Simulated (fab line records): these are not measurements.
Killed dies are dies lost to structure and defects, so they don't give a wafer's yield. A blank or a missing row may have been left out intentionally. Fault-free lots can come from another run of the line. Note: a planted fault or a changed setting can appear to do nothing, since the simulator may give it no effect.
Matching of chambers    flow n5_finfet    4 sister chambers for N5_BEOL_M6_ALD_77 on ald_metal-03
The step deposits TaN, target thk 2 nm, pulse time 2 s, purge time 3 s. 20 wafers are shown with their chamber, then 10 later ones without.

== WAFERS, EACH WITH ITS CHAMBER ==
wafer   chamber  heater_power_w (W)
L081.1  0        372
L081.3  3        529
L081.6  0        359
L084.1  3        532
L084.2  1        399
L084.4  3        535
L089.4  2        435
L089.5  0        358
L089.6  3        540
L090.1  2        429
L090.2  0        367
L090.6  2        444
L092.1  3        536
L092.2  0        353
L092.3  2        438
L092.4  1        388
L092.5  3        541
L092.6  0        358
L093.1  2        441
L093.4  3        540

SIGNATURES, as means of the wafers listed above
reading         chamber 0  chamber 1  chamber 2  chamber 3  scatter within a chamber
heater_power_w  361.17     393.50     437.40     536.14     5.91
Rule: for a wafer and a chamber, the distance is found by dividing, reading by reading, the gap between the wafer's reading and the chamber's mean by the reading's scatter, squaring, summing and taking the root. The wafer belongs to the nearest chamber; if the next one is less than 2 further off, it can't be placed. The scatter: take each reading less its chamber's mean, square it, sum over the shown wafers, divide by the number of wafers less the number of chambers, and take the root.

== WAFERS MISSING THEIR CHAMBER ==
wafer   heater_power_w (W)
L093.5  390
L096.1  440
L096.2  526
L096.3  395
L096.4  367
L096.5  533
L096.6  438
L097.1  400
L097.3  438
L097.5  548

== WHICH CHAMBER EACH WENT THROUGH ==
wafer   from the rows above  in truth
L093.5  1                    1
L096.1  2                    2
L096.2  3                    3
L096.3  1                    1
L096.4  0                    0
L096.5  3                    3
L096.6  2                    2
L097.1  1                    1
L097.3  2                    2
L097.5  3                    3
Correct placement for 10 of the 10. Number that these rows cannot place: 0. Wrongly placed: 0.
